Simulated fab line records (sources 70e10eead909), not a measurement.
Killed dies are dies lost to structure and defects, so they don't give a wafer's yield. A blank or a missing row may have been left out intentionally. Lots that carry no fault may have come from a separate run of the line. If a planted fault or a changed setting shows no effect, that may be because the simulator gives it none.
A struck lot beside a sound one :: flow nand_harc :: 14 out of 1302 route steps
Sound: the wafers L797.4, L797.5, L797.6. Struck: wafer L789.3 (left out: L789.1, L789.2 of the same lot, which were not struck); the cause appears at the end.
For every step that has rows: the tool of each side, followed by ch and its chambers, followed by its first start. Under that, the readings that differ: sound wafers :: struck wafers :: difference of the means :: sigmas: that difference in standard deviations of wafers without a fault.
alike: readings with means less than 2 such deviations apart, plus words and numbers identical on both sides. not compared: withheld readings, readings lacking a value on some wafer, bounds such as >300 that could conceal the same value, and numbers that have no deviation in the record and whose values overlap.
The two part at a step that has a row with sigmas, a row that says differs or no value, or rows on one side only. Non-overlapping numbers with no deviation appear without sigmas and do not part them. A reading missing from all wafers of one side parts the sides only when that side holds two or more wafers.

first, 2 steps without rows for these wafers: NHARC_A_STAIRCASE_DESCUM_11 (chemistry O2, time 3 s); NHARC_A_STAIRCASE_TRIM_12 (chemistry O2, time 211.2 s).
NHARC_A_STAIRCASE_ETCH_13: etches the open film in C4F8/O2, target depth 100 nm, time 40.5 s.
  sound: rie_diel-06 ch 1,2,3; struck: rie_diel-01 ch 3
  alike: oes_product_au, rf_fwd_power_W, rf_vpp_V
  not compared: rf_hours_counter_h
then, 1 step without rows for these wafers: NHARC_A_STAIRCASE_TRIM_14 (chemistry O2, time 211.2 s).
NHARC_A_STAIRCASE_ETCH_15: etches the open film in C4F8/O2, target depth 100 nm, time 40.5 s.
  sound: rie_diel-06 ch 0,2,3; struck: rie_diel-01 ch 2
  alike: oes_product_au, rf_fwd_power_W, rf_vpp_V
  not compared: rf_hours_counter_h
NHARC_A_STAIRCASE_TRIM_16: chemistry O2, time 211.2 s.
  sound: rie_diel-06 ch 0,1,3; struck: rie_diel-01 ch 1
reading: drypump_motor_current_A (A)
sound: 5.9 5.8 5.8
struck: 4.8
difference: -1.0
sigmas: -3

reading: oes_product_au (a.u.)
sound: 1.020 1.025 1.028
struck: 1.004
difference: -0.020
sigmas: -2
  alike: rf_vpp_V, run_length_s, showerhead_plenum_p_Torr, throttle_valve_pct
  not compared: rf_hours_counter_h
then, 1 step without rows for these wafers: NHARC_A_STAIRCASE_ETCH_17 (etches the open film in C4F8/O2, target depth 100 nm, time 40.5 s).
NHARC_A_STAIRCASE_TRIM_18: chemistry O2, time 211.2 s.
  sound: rie_diel-06 ch 0,3; struck: rie_diel-01 ch 1
reading: drypump_motor_current_A (A)
sound: 5.9 5.9 5.8
struck: 4.8
difference: -1.1
sigmas: -3

reading: showerhead_plenum_p_Torr (Torr)
sound: 3.37 3.37 3.45
struck: 3.60
difference: +0.20
sigmas: +2
  alike: oes_product_au, rf_vpp_V, run_length_s, throttle_valve_pct
  not compared: rf_hours_counter_h
NHARC_A_STAIRCASE_ETCH_19: etches the open film in C4F8/O2, target depth 100 nm, time 40.5 s.
  sound: rie_diel-06 ch 1,2; struck: rie_diel-01 ch 2
reading: oes_product_au (a.u.)
sound: 0.954 0.966 0.949
struck: 0.929
difference: -0.027
sigmas: -3
  alike: rf_fwd_power_W, rf_vpp_V
  not compared: rf_hours_counter_h
then, 2 steps without rows for these wafers: NHARC_A_STAIRCASE_TRIM_20 (chemistry O2, time 211.2 s); NHARC_A_STAIRCASE_ETCH_21 (etches the open film in C4F8/O2, target depth 100 nm, time 40.5 s).
NHARC_A_STAIRCASE_TRIM_22: chemistry O2, time 211.2 s.
  sound on rie_diel-09 ch 2,3, day 22 16:19; struck on rie_diel-01 ch 0, day 19 17:18
reading: run_length_s (s)
sound: 232.7 232.8 232.8
struck: 309.2
difference: +76.4
sigmas: +99 or more
  alike: drypump_motor_current_A, oes_product_au, rf_vpp_V, showerhead_plenum_p_Torr, throttle_valve_pct
  not compared: rf_hours_counter_h
then, 1 step without rows for these wafers: NHARC_A_STAIRCASE_ETCH_23 (etches the open film in C4F8/O2, target depth 100 nm, time 40.5 s).
-- the record jumps here: 9 days lie between the struck wafers' starts before and after (it left off in module A_STAIRCASE and takes up again in module END, whose first step shown is number 1302 of the route) --
NHARC_END_SORT_01:
  at this point the record logs the struck wafers (prober-01 ch 0, day 28 11:40) and has no rows for the sound ones

== WHERE THEY PART ==
Earliest at NHARC_A_STAIRCASE_TRIM_16; latest, in this record, at NHARC_END_SORT_01.

WHY: what the simulator had put in
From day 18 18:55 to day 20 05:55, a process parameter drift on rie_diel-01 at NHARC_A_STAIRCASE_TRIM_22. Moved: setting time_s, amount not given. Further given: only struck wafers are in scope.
